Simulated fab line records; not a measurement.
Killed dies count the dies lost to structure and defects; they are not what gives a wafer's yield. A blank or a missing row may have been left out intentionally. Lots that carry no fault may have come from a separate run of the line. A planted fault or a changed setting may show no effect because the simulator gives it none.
Chamber matching -- flow n5_finfet -- 4 sister chambers for N5_BEOL_M15_ETCH_59 on rie_diel-05
The step etches BARC in N2/H2, target depth 89 nm, overetch 26.7 nm, time 67.9 s. 8 wafers are shown with their chamber, then 10 later ones without.

WAFERS PAIRED WITH THEIR CHAMBERS
wafer,chamber,throttle_valve_pct (%),showerhead_plenum_p_Torr (Torr)
L079.1,3,17.47,2.46
L080.2,1,17.78,2.51
L080.4,3,17.48,2.46
L080.5,2,17.81,2.58
L082.1,1,17.80,2.51
L082.5,0,18.29,2.63
L088.1,2,17.84,2.58
L088.4,0,18.33,2.62

WAFERS WITHOUT THEIR CHAMBER
wafer,throttle_valve_pct (%),showerhead_plenum_p_Torr (Torr)
L088.5,17.82,2.58
L090.1,17.83,2.50
L090.3,18.33,2.62
L090.5,18.33,2.62
L093.3,17.50,2.45
L093.4,17.85,2.50
L093.6,18.33,2.62
L097.1,17.85,2.57
L097.2,18.34,2.61
L097.3,17.54,2.45

THE CHAMBER EACH PASSED THROUGH
wafer,from the rows above,in truth
L088.5,2,2
L090.1,1,1
L090.3,0,0
L090.5,0,0
L093.3,3,3
L093.4,1,1
L093.6,0,0
L097.1,2,2
L097.2,0,0
L097.3,3,3
Correct placement for 10 of the 10. Can't be placed from these rows: 0. Placed wrongly: 0.
How it was worked out, from the rows above alone: a wafer's distance from a chamber is the root of the sum, over the readings, of the square of ((its reading less the chamber's mean) divided by the reading's scatter). If the next closest chamber is less than 2 further off than the closest, the wafer can't be placed; otherwise it belongs to the closest. Each chamber's mean is taken over the wafers shown for it. How the scatter is found: for the shown wafers, subtract from each reading the mean of its chamber, square and add these, divide the total by (wafers less chambers), then take the root.
